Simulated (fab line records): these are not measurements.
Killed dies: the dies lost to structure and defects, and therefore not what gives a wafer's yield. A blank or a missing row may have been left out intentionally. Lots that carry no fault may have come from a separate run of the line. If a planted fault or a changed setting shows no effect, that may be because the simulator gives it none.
Lot-split experiment    flow n5Finfet    21 wafers read from 7 lots, route of 1938 steps

== THE SPLIT ==
At N5_WELL_APT_EXPOSE_22 (exposes mask PWELL, defocus 0 nm, target cd 200 nm), the setting doseMj was moved away from the recipe's 23.2 on 8 of the 21 wafers read, by -6.9% to +6.7%. This setting was run at the recipe's value on the other wafers.

== FROM THE SPLIT TO THE READING: what the file shows between them, 2 steps ==
- N5_WELL_APT_DEVELOP_24: develop time 45 s (also split here: developTimeS)
- N5_WELL_APT_HARDBAKE_29: time 120 s

== THE READING ==
Shown in nm: cdNm at N5_WELL_APT_CD_MEAS_25, with target cd 200 nm. A value of 200.0 nm with a standard deviation of 2.7 nm is what fault-free wafers of this fab line usually give.

wafer   tool, chamber at the split  doseMj as run  against the recipe  cdNm, nm  against lot-mates on the recipe
L074.1  krfScanner-01, 0            23.2           recipe              197.0     -
L074.2  krfScanner-01, 0            23.2           recipe              201.8     -
L074.3  krfScanner-01, 0            24.76          +6.7%               212.1     +12.7
L079.2  krfScanner-02, 0            23.2           recipe              198.9     -
L079.4  krfScanner-02, 0            23.2           recipe              198.5     -
L079.6  krfScanner-02, 0            23.2           recipe              201.7     -
L083.2  krfScanner-02, 0            24.38          +5.1%               212.7     +10.0
L083.3  krfScanner-02, 0            23.2           recipe              204.2     -
L083.4  krfScanner-02, 0            23.2           recipe              201.2     -
L087.4  krfScanner-01, 0            23.74          +2.3%               203.1     +0.8
L087.5  krfScanner-01, 0            23.2           recipe              202.3     -
L087.6  krfScanner-01, 0            23.74          +2.3%               206.6     +4.3
L092.1  krfScanner-02, 0            23.2           recipe              196.9     -
L092.3  krfScanner-02, 0            23.2           recipe              201.9     -
L092.4  krfScanner-02, 0            21.6           -6.9%               181.3     -18.1
L094.3  krfScanner-02, 0            22.02          -5.1%               190.7     -4.5
L094.5  krfScanner-02, 0            23.2           recipe              195.2     -
L094.6  krfScanner-02, 0            22.02          -5.1%               190.5     -4.7
L095.1  krfScanner-01, 0            23.2           recipe              198.1     -
L095.3  krfScanner-01, 0            22             -5.2%               189.2     -10.2
L095.4  krfScanner-01, 0            23.2           recipe              200.6     -

THE FIT
A straight line over all 21 wafers: cdNm changes by +2.15 nm for each +1% of doseMj; r = +0.94; the points scatter about the line by 2.5 nm.
The same after taking each lot's own level away (the mean of its wafers on the recipe; 21 wafers): +1.79 nm for each +1%; r = +0.92; scatter 2.6 nm.
According to that fit, moving doseMj by its largest amount changes the reading by 12 nm.
Measured against the standard deviation above, the lots' own levels, which go from 195.20 to 202.70 nm, span 2.8 times it.
Hence the slope depends on the lot-to-lot level, as the two fits are not the same.
Check: for one of the wafers moved furthest among these (-6.9%), held out of the fit, the line's prediction against its lot-mates is -10.3 nm. It came out at -18.1 nm against them.

== OTHER SPLITS ON THESE WAFERS ==
Before the reading, these wafers also passed through other splits. Each is held against what the fit with the lots' levels taken away leaves over:
other split on the same wafers       wafers away from the commonest value  r with cdNm (lot level and that fit taken away)
N5_WELL_APT_COAT_02 spinRpm          8                                     -0.55
N5_WELL_APT_PEB_06 pebTimeS          9                                     +0.27
N5_WELL_APT_DEVELOP_24 developTimeS  7                                     +0.18

== THE WHOLE CHAIN: every reading that the file lists as answering this split, in the file's order ==
step                    what it does              reading                                                         change (the file's fit)               r (the file's)
N5_WELL_APT_CD_MEAS_25  target cd 200 nm          cdNm                                                            +1.95 nm for each +1% of the setting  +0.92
N5_WELL_APT_DESCUM_30   chemistry O2, time 7.9 s  WELL_APT.cdNm (the simulator's own value, which no gauge read)  +1.93 nm for each +1% of the setting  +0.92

== FILE'S OWN FIT ==
cdNm changes by +1.95 nm for each +1% of doseMj, r = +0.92.
